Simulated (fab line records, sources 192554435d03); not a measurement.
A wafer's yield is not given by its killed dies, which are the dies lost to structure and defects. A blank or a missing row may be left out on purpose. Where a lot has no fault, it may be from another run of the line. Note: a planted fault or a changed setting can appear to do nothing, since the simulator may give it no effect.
Matching of chambers	flow n5_finfet	N5_BEOL_M6_DESCUM_33 on rie_diel-01: 4 sister chambers
The step chemistry O2, time 7 s. 8 wafers are shown with their chamber, then 9 later ones without.

== WAFERS, EACH WITH ITS CHAMBER ==
wafer	chamber	throttle_valve_pct (%)	showerhead_plenum_p_Torr (Torr)
L081.5	3	20.2	2.02
L083.6	2	20.2	2.13
L085.2	2	20.3	2.12
L085.3	1	21.1	2.01
L085.6	0	20.2	2.05
L092.1	0	20.2	2.04
L092.2	3	20.2	2.02
L092.5	1	21.1	2.01

== WAFERS WITH NO CHAMBER GIVEN ==
wafer	throttle_valve_pct (%)	showerhead_plenum_p_Torr (Torr)
L091.1	20.2	2.02
L091.4	20.3	2.04
L091.5	20.3	2.12
L094.2	20.3	2.12
L094.3	20.2	2.01
L094.6	21.1	2.01
L096.1	21.2	2.01
L096.4	20.3	2.01
L096.5	20.3	2.12

== CHAMBER TAKEN BY EACH ==
wafer	from the rows above	in truth
L091.1	3	3
L091.4	can't be placed: 0 or 3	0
L091.5	2	2
L094.2	2	2
L094.3	3	3
L094.6	1	1
L096.1	1	1
L096.4	3	3
L096.5	2	2
8 of 9 placed correctly. Unplaceable from these rows: 1, with the true chamber sitting among the candidates in 1. Number placed wrongly: 0.
How it was worked out, from the rows above alone: a wafer's distance from a chamber is the root of the sum, over the readings, of the square of ((its reading less the chamber's mean) divided by the reading's scatter). If the next closest chamber is less than 2 further off than the closest, the wafer can't be placed; otherwise it belongs to the closest. Each chamber's mean is taken over the wafers shown for it. The scatter is the square root of a quotient: the sum, over the shown wafers, of each reading's squared deviation from its chamber's mean, divided by wafers minus chambers.
